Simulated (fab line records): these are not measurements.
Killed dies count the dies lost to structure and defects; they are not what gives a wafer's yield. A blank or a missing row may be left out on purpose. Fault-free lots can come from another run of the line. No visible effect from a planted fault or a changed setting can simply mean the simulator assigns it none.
Lot-split experiment -- flow n5 finfet -- 21 wafers read across 7 lots, on a route 1938 steps long

## THE SPLIT ITSELF
At N5_BEOL_M11_EXPOSE_25 (exposes mask V10), the setting dose mj was moved away from the recipe's 85.5 on 8 of the 21 wafers read, by -5.8% to +7.3%. All remaining wafers had this setting at the recipe value.

## FROM THE SPLIT TO THE READING: what the file shows between them, 2 steps
- N5_BEOL_M11_PEB_26: peb time 60 s
- N5_BEOL_M11_DEVELOP_27: develop time 30 s

## THE READING
Shown in nm: cd nm at N5_BEOL_M11_CD_MEAS_28, with target cd 70 nm. A value of 69.9 nm with a standard deviation of 1.1 nm is what fault-free wafers of this fab line usually give.

wafer,"tool, chamber at the split",dose mj as run,against the recipe,"cd nm, nm",against lot-mates on the recipe
L075.2,"arfi scanner-01, 0",85.5,recipe,69.7,-
L075.4,"arfi scanner-01, 0",85.5,recipe,69.1,-
L075.6,"arfi scanner-01, 0",91.73,+7.3%,76.5,+7.1
L074.1,"arfi scanner-03, 0",85.5,recipe,68.7,-
L074.2,"arfi scanner-03, 0",80.56,-5.8%,63.7,-5.0
L074.4,"arfi scanner-03, 0",80.56,-5.8%,62.8,-5.9
L085.2,"arfi scanner-01, 0",85.5,recipe,70.9,-
L085.4,"arfi scanner-01, 0",90.41,+5.7%,76.2,+5.3
L085.5,"arfi scanner-01, 0",90.41,+5.7%,76.1,+5.2
L082.2,"arfi scanner-02, 0",85.5,recipe,69.6,-
L082.3,"arfi scanner-02, 0",81.27,-4.9%,65.4,-3.7
L082.4,"arfi scanner-02, 0",85.5,recipe,68.6,-
L088.2,"arfi scanner-01, 0",85.5,recipe,71.0,-
L088.4,"arfi scanner-01, 0",85.5,recipe,70.3,-
L088.6,"arfi scanner-01, 0",85.5,recipe,69.3,-
L091.1,"arfi scanner-03, 0",85.5,recipe,68.1,-
L091.2,"arfi scanner-03, 0",85.5,recipe,69.7,-
L091.6,"arfi scanner-03, 0",85.5,recipe,69.1,-
L097.2,"arfi scanner-02, 0",85.5,recipe,69.4,-
L097.4,"arfi scanner-02, 0",89.57,+4.8%,73.5,+4.1
L097.5,"arfi scanner-02, 0",89.57,+4.8%,75.1,+5.7

FIT RESULTS
A straight line over all 21 wafers: cd nm changes by +1.04 nm for each +1% of dose mj; r = +0.98; the points scatter about the line by 0.82 nm.
The same after taking each lot's own level away (the mean of its wafers on the recipe; 21 wafers): +0.935 nm for each +1%; r = +0.99; scatter 0.58 nm.
According to that fit, moving dose mj by its largest amount changes the reading by 6.8 nm.
Measured against the standard deviation above, the lots' own levels, which go from 68.70 to 70.90 nm, span 2.0 times it.
So the lot-to-lot level changes the slope: the two fits differ.
Check: for one of the wafers moved furthest among these (+7.3%), held out of the fit, the line's prediction against its lot-mates is +6.84 nm. It came out at +7.1 nm against them.

## FURTHER SPLITS ON THESE WAFERS
These wafers also went through other splits before the reading. Each is held against what the fit with the lots' levels taken away leaves over:
other split on the same wafers,wafers away from the commonest value,r with cd nm (lot level and that fit taken away)
N5_BEOL_M7_COAT_63 spin rpm,10,-0.01
N5_BEOL_M8_DESCUM_16 time s,6,-0.11
N5_BEOL_M8_ETCH_61 bias w,8,-0.17
N5_BEOL_M9_ETCH_61 source w,5,-0.16
N5_BEOL_M9_COAT_22 spin rpm,8,+0.02
N5_BEOL_M9_DEP_56 time s,7,-0.14
N5_BEOL_M10_ETCH_66 time s,9,+0.21
N5_BEOL_M10_VIA_ETCH_34 bias w,8,-0.27
N5_BEOL_M11_COAT_63 spin rpm,5,+0.12

## FILE'S OWN FIT
cd nm changes by +0.929 nm for each +1% of dose mj, r = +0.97.
